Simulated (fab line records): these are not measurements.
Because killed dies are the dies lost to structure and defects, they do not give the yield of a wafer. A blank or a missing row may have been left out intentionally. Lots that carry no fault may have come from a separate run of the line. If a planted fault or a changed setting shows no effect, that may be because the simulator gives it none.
Lot-split experiment ; flow n5-finfet ; route with 1938 steps; 7 lots, 39 wafers read

## THE SPLIT
At N5_HKMG_FIN_HK_ALD_01 (deposits HfO2, target thk 1.6 nm, pulse time 3 s, purge time 3 s), the setting ald-cycles was moved away from the recipe's 30 on 15 of the 39 wafers read, by -53.3% to +56.7%. All remaining wafers had this setting at the recipe value.

## FROM THE SPLIT TO THE READING: what the file shows between them, 4 steps
- N5_HKMG_FIN_HK_ANNEAL_02: time 30 s
- N5_HKMG_FIN_ALD_74: deposits La2O3, target thk 0.5 nm, pulse time 6 s, co reactant pulse time 1 s
- N5_HKMG_FIN_WET_ETCH_82: etches La2O3 in dHCl, stops on HfO2, target depth 2 nm, rinse time 30 s
- N5_HKMG_FIN_ALD_36: deposits TiN, target thk 1 nm, pulse time 1 s, purge time 3 s

## THE READING
HK_THK, in nm, at N5_HKMG_FIN_THK_MEAS_70 (measures by xrf). Typical for fault-free wafers on this fab line: 1.559 nm, with standard deviation 0.016 nm.

wafer;tool, chamber at the split;ald-cycles as run;against the recipe;HK_THK, nm;against lot-mates on the recipe
L074.1;ald-hk-01, 0,1,3;30;recipe;1.557;-
L074.2;ald-hk-01, 3,2,2;14;-53.3%;0.725;-0.835
L074.3;ald-hk-01, 0,1,3;30;recipe;1.538;-
L074.4;ald-hk-01, 3,2,2;14;-53.3%;0.737;-0.823
L074.5;ald-hk-01, 3,2,2;14;-53.3%;0.728;-0.832
L074.6;ald-hk-01, 0,1,3;30;recipe;1.586;-
L081.2;ald-hk-02, 1,2,0;30;recipe;1.553;-
L081.3;ald-hk-02, 1,2,0;30;recipe;1.568;-
L081.4;ald-hk-02, 1,2,0;30;recipe;1.553;-
L082.1;ald-hk-02, 0,1,3;22;-26.7%;1.161;-0.406
L082.2;ald-hk-02, 0,1,3;22;-26.7%;1.178;-0.389
L082.3;ald-hk-02, 2,3,2;30;recipe;1.560;-
L082.4;ald-hk-02, 2,3,2;30;recipe;1.565;-
L082.5;ald-hk-02, 0,1,3;22;-26.7%;1.143;-0.424
L082.6;ald-hk-02, 2,3,2;30;recipe;1.577;-
L087.1;ald-hk-03, 1,3,0,2,3,0;30;recipe;1.524;-
L087.2;ald-hk-03, 1,3,0,2,3,0;30;recipe;1.546;-
L087.3;ald-hk-03, 1,3,0,2,3,0;30;recipe;1.524;-
L087.4;ald-hk-03, 1,3,0,2,3,0;30;recipe;1.557;-
L087.5;ald-hk-03, 1,3,0,2,3,0;30;recipe;1.555;-
L087.6;ald-hk-03, 1,3,0,2,3,0;30;recipe;1.554;-
L088.1;ald-hk-03, 3,0,1;30;recipe;1.562;-
L088.2;ald-hk-03, 2,1,2;25;-16.7%;1.287;-0.281
L088.3;ald-hk-03, 2,1,2;25;-16.7%;1.314;-0.254
L088.4;ald-hk-03, 3,0,1;30;recipe;1.581;-
L088.5;ald-hk-03, 3,0,1;30;recipe;1.561;-
L088.6;ald-hk-03, 2,1,2;25;-16.7%;1.305;-0.263
L092.1;ald-hk-02, 1,3,0;47;+56.7%;2.430;+0.883
L092.2;ald-hk-02, 1,3,0;47;+56.7%;2.453;+0.906
L092.3;ald-hk-02, 2,0,1;30;recipe;1.535;-
L092.4;ald-hk-02, 2,0,1;30;recipe;1.543;-
L092.5;ald-hk-02, 2,0,1;30;recipe;1.564;-
L092.6;ald-hk-02, 1,3,0;47;+56.7%;2.438;+0.891
L093.1;ald-hk-03, 1,3,2;30;recipe;1.543;-
L093.2;ald-hk-03, 2,0,3;18;-40.0%;0.921;-0.626
L093.3;ald-hk-03, 2,0,3;18;-40.0%;0.920;-0.627
L093.4;ald-hk-03, 1,3,2;30;recipe;1.544;-
L093.5;ald-hk-03, 1,3,2;30;recipe;1.554;-
L093.6;ald-hk-03, 2,0,3;18;-40.0%;0.942;-0.605
Rows listing several chambers each stand for several wafers; the file does not say which wafer went through which chamber.

THE FIT
A straight line over all 39 wafers: HK_THK changes by +0.0155 nm for each +1% of ald-cycles; r = +1.00; the points scatter about the line by 0.015 nm.
The same after taking each lot's own level away (the mean of its wafers on the recipe; 39 wafers): +0.0156 nm for each +1%; r = +1.00; scatter 0.012 nm.
On that fit, the largest move of ald-cycles shifts the reading by 0.89 nm.
Measured against the standard deviation above, the lots' own levels, which go from 1.5433 to 1.5680 nm, span 1.5 times it.
Hence the lot-to-lot level has little effect on the slope; both slopes agree.
Check: with one of the wafers moved furthest among these (+56.7%) left out of the fit, the line predicts +0.888 nm for it against its lot-mates. It came out at +0.883 nm against them.

## THE OTHER SPLITS THESE WAFERS WENT THROUGH
Other splits were also applied to these wafers ahead of the reading. Each is held against what the fit with the lots' levels taken away leaves over:
other split on the same wafers;wafers away from the commonest value;r with HK_THK (lot level and that fit taken away)
N5_DUMMY_GATE_ETCH_44 target-depth-a;12;-0.02

## THE WHOLE CHAIN: every reading that the file lists as answering this split, in the file's order
step;what it does;reading;change (the file's fit);r (the file's)
N5_HKMG_FIN_HK_ALD_01;deposits HfO2, target thk 1.6 nm, pulse time 3 s, purge time 3 s;HfO2_of_HKMG_FIN_HK_ALD_01.thk-nm (the simulator's own value, which no gauge read);+0.0159 nm for each +1% of the setting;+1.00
N5_HKMG_FIN_THK_MEAS_70;measures by xrf;HK_THK;+0.0156 for each +1% of the setting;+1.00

## THE FILE'S OWN FIT
HK_THK changes by +0.0156 nm for each +1% of ald-cycles, r = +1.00.
